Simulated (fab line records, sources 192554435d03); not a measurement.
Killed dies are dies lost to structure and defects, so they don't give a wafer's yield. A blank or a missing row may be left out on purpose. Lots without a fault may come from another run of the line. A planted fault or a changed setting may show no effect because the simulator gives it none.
Chamber matching | flow n5_finfet | N5_BEOL_M0_CO_CAP_123 on cvd_co-02: 3 sister chambers
The step material Co, precursor CCTBA/H2, target thk 2 nm, time 102.1 s. 3 wafers are shown with their chamber, then 11 later ones without.

WAFERS WITH THEIR CHAMBER
wafer  | chamber | heater_power_w (W)
L082.2 | 2       | 237
L085.4 | 1       | 201
L086.1 | 0       | 255

WAFERS WITHOUT THEIR CHAMBER
wafer  | heater_power_w (W)
L086.2 | 209
L086.6 | 254
L088.2 | 205
L088.5 | 253
L088.6 | 236
L093.2 | 232
L093.3 | 253
L093.5 | 230
L096.2 | 248
L096.4 | 236
L096.6 | 201

WHICH CHAMBER EACH WENT THROUGH
wafer  | from the rows above     | in truth
L086.2 | 1                       | 1
L086.6 | 0                       | 0
L088.2 | 1                       | 1
L088.5 | 0                       | 0
L088.6 | 2                       | 2
L093.2 | 2                       | 2
L093.3 | 0                       | 0
L093.5 | 2                       | 2
L096.2 | can't be placed: 0 or 2 | 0
L096.4 | 2                       | 2
L096.6 | 1                       | 1
Placed correctly: 10 of 11. Can't be placed from these rows: 1 (the true chamber is among the candidates in 1). Placed wrongly: 0.
How it was worked out, from the rows above alone: a wafer's distance from a chamber is the root of the sum, over the readings, of the square of ((its reading less the chamber's mean) divided by the reading's scatter). The wafer belongs to the nearest chamber; if the next one is less than 2 further off, it can't be placed. A chamber's mean is the mean of its shown wafers. The scatter: with one shown wafer a chamber, the root of the mean of the squares of how far each hidden wafer lies from its nearest shown one.
